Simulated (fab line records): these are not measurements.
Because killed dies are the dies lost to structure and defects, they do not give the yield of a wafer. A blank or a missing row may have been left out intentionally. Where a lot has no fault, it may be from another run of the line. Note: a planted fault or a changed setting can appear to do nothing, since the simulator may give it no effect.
Which tool is to blame? / flow n5_finfet / Sampling: 10 lots, 30 wafers, 2 of 1938 route steps

== WHAT EACH GAUGE READ, for each wafer ==
N5_BEOL_M10_OVL_MEAS_29.
lot=L412; measured=day 10 08:08; on=overlay-02; V9_OVL (nm)=2.0 0.8 0.9
lot=L413; measured=day 10 15:43; on=overlay-01; V9_OVL (nm)=0.1 0.3 0.5
lot=L417; measured=day 11 16:55; on=overlay-01; V9_OVL (nm)=1.0 1.0 0.9
lot=L418; measured=day 13 01:59; on=overlay-02; V9_OVL (nm)=0.4 0.6 0.2
lot=L424; measured=day 14 03:46; on=overlay-01; V9_OVL (nm)=0.9 0.7 0.6
lot=L422; measured=day 14 06:44; on=overlay-01; V9_OVL (nm)=1.6 1.4 0.4
lot=L432; measured=day 15 14:46; on=overlay-02; V9_OVL (nm)=1.0 1.2 1.2
lot=L434; measured=day 16 06:12; on=overlay-02; V9_OVL (nm)=0.1 0.1 0.5
lot=L431; measured=day 16 07:29; on=overlay-02; V9_OVL (nm)=-0.2 1.2 1.0
lot=L433; measured=day 16 12:43; on=overlay-02; V9_OVL (nm)=0.5 1.0 0.4

== WHICH TOOL RAN EACH LOT (tool, then ch and the chambers of the sampled wafers, then the start) ==
lot=L412; N5_BEOL_M10_DESCUM_16=rie_diel-06 ch 0,1, day 10 07:05
lot=L413; N5_BEOL_M10_DESCUM_16=rie_diel-06 ch 0,1, day 10 13:14
lot=L417; N5_BEOL_M10_DESCUM_16=rie_diel-02 ch 0,1,3, day 11 16:02
lot=L418; N5_BEOL_M10_DESCUM_16=rie_diel-05 ch 0,1,3, day 12 23:56
lot=L424; N5_BEOL_M10_DESCUM_16=rie_diel-05 ch 1,2,3, day 14 01:21
lot=L422; N5_BEOL_M10_DESCUM_16=rie_diel-05 ch 1,2,3, day 14 05:23
lot=L432; N5_BEOL_M10_DESCUM_16=rie_diel-06 ch 0,2,3, day 15 11:38
lot=L434; N5_BEOL_M10_DESCUM_16=rie_diel-02 ch 1,3, day 16 05:22
lot=L431; N5_BEOL_M10_DESCUM_16=rie_diel-05 ch 0,1,2, day 16 06:29
lot=L433; N5_BEOL_M10_DESCUM_16=rie_diel-02 ch 0,2,3, day 16 10:25
- N5_BEOL_M10_DESCUM_16: chemistry O2, time 7.9 s.

== THE ANSWER, worked out from the rows above alone ==
Rule: what is usual is taken from the lots themselves. Put in order of their means at a reading, lots are off if they are a third of the lots or fewer, leave a main group of 4 or more, and stand apart from it by a gap of 3 or more times the standard deviation of the main group's means; of several such gaps the widest counts. If all means in a main group match to the digits the tables above print for the reading, that group is not used. A lot without any number at a reading at which 4 lots or more have one is off too. Any other lot the step has rows for is counted as sound.
No lot is off on any of the readings shown, so nothing can be concluded from this.

== WHAT WAS PUT IN BY THE SIMULATOR ==
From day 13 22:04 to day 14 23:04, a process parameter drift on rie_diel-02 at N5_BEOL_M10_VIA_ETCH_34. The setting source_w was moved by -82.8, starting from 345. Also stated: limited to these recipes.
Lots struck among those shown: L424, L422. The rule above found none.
